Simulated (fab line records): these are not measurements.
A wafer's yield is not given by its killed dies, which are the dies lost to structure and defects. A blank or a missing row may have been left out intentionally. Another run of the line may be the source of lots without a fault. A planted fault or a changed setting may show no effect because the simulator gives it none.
Matching of chambers | flow n5 finfet | N5_FIN_SAQP_SPACER2_ETCHBACK_29 on rie diel-03 has 4 sister chambers
The step etches SiO2 in CHF3/O2, target depth 12.2 nm, time 6.1 s. 4 wafers are shown with their chamber, then 9 later ones without.

== WAFERS WITH THEIR CHAMBER ==
wafer  | chamber | rf vpp V (V)
L078.4 | 1       | 525
L088.2 | 3       | 502
L088.3 | 2       | 542
L088.5 | 0       | 524

== WAFERS WITH NO CHAMBER GIVEN ==
wafer  | rf vpp V (V)
L091.3 | 524
L091.5 | 504
L091.6 | 525
L092.3 | 541
L092.4 | 541
L092.6 | 524
L093.1 | 540
L093.2 | 504
L093.4 | 502

== CHAMBER TAKEN BY EACH ==
wafer  | from the rows above     | in truth
L091.3 | can't be placed: 0 or 1 | 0
L091.5 | 3                       | 3
L091.6 | can't be placed: 1 or 0 | 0
L092.3 | 2                       | 2
L092.4 | 2                       | 2
L092.6 | can't be placed: 0 or 1 | 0
L093.1 | 2                       | 2
L093.2 | 3                       | 3
L093.4 | 3                       | 3
6 of 9 placed correctly. These rows do not allow placing 3 (true chamber among the candidates in 3). 0 placed wrongly.
How it was worked out, from the rows above alone: a wafer's distance from a chamber is the root of the sum, over the readings, of the square of ((its reading less the chamber's mean) divided by the reading's scatter). The wafer belongs to the nearest chamber; if the next one is less than 2 further off, it can't be placed. A chamber's mean is the mean of its shown wafers. The scatter (one wafer shown for each chamber): square how far every hidden wafer sits from the nearest shown wafer, average those squares and take the square root.
